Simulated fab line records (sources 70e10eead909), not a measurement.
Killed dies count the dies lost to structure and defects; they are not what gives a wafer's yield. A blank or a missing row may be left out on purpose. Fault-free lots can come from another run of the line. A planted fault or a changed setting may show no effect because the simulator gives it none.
Matching of chambers | flow nand harc | NHARC_A_CHANNEL_FILL_D1_ETCHBACK_19 on rie si-05: 4 sister chambers
The step etches the open film in HBr/Cl2, target depth 5 nm, time 1.7 s. 18 wafers are shown with their chamber, then 9 later ones without.

## WAFERS WITH THEIR CHAMBER
wafer  | chamber | drypump motor current A (A) | oes product au (a.u.) | throttle valve pct (%)
L074.1 | 2       | 5.7                         | 1.002                 | 26.416
L074.5 | 2       | 5.7                         | 1.004                 | 26.403
L074.6 | 1       | 5.8                         | 0.992                 | 26.410
L075.1 | 1       | 5.8                         | 0.990                 | 26.429
L075.5 | 3       | 6.4                         | 1.008                 | 26.420
L075.6 | 2       | 5.7                         | 1.007                 | 26.405
L076.3 | 2       | 5.7                         | 1.003                 | 26.416
L076.5 | 3       | 6.4                         | 1.003                 | 26.405
L076.6 | 2       | 5.7                         | 0.999                 | 26.406
L081.3 | 3       | 6.4                         | 1.007                 | 26.401
L081.4 | 1       | 5.8                         | 1.010                 | 26.414
L081.6 | 1       | 5.8                         | 0.986                 | 26.411
L082.4 | 1       | 5.8                         | 1.010                 | 26.413
L082.5 | 2       | 5.7                         | 1.013                 | 26.405
L082.6 | 1       | 5.8                         | 1.004                 | 26.400
L087.3 | 1       | 5.9                         | 0.993                 | 26.414
L087.4 | 3       | 6.4                         | 1.006                 | 26.411
L087.5 | 0       | 5.5                         | 1.020                 | 26.415

SIGNATURES (averages over the wafers above)
reading                 | chamber 0 | chamber 1 | chamber 2 | chamber 3 | scatter within a chamber
drypump motor current A | 5.500     | 5.814     | 5.700     | 6.400     | 0.0247
oes product au          | 1.02000   | 0.99786   | 1.00467   | 1.00600   | 0.00719
throttle valve pct      | 26.41500  | 26.41300  | 26.40850  | 26.40925  | 0.00765
Rule: a wafer's distance from a chamber is the root of the sum, over the readings, of the square of ((its reading less the chamber's mean) divided by the reading's scatter). If the next closest chamber is less than 2 further off than the closest, the wafer can't be placed; otherwise it belongs to the closest. The scatter: take each reading less its chamber's mean, square it, sum over the shown wafers, divide by the number of wafers less the number of chambers, and take the root.

## WAFERS WHOSE CHAMBER IS MISSING
wafer  | drypump motor current A (A) | oes product au (a.u.) | throttle valve pct (%)
L090.3 | 5.5                         | 1.010                 | 26.398
L090.5 | 5.7                         | 1.012                 | 26.396
L090.6 | 6.4                         | 1.000                 | 26.394
L092.3 | 5.7                         | 1.016                 | 26.401
L092.4 | 6.4                         | 0.992                 | 26.408
L092.6 | 5.9                         | 0.990                 | 26.396
L094.4 | 6.4                         | 1.008                 | 26.420
L094.5 | 5.9                         | 0.997                 | 26.400
L094.6 | 5.5                         | 1.011                 | 26.419

## CHAMBER TAKEN BY EACH
wafer  | from the rows above | in truth
L090.3 | 0                   | 0
L090.5 | 2                   | 2
L090.6 | 3                   | 3
L092.3 | 2                   | 2
L092.4 | 3                   | 3
L092.6 | 1                   | 1
L094.4 | 3                   | 3
L094.5 | 1                   | 1
L094.6 | 0                   | 0
Placed correctly: 9 of 9. Not placeable from these rows: 0. Placed wrongly: 0.
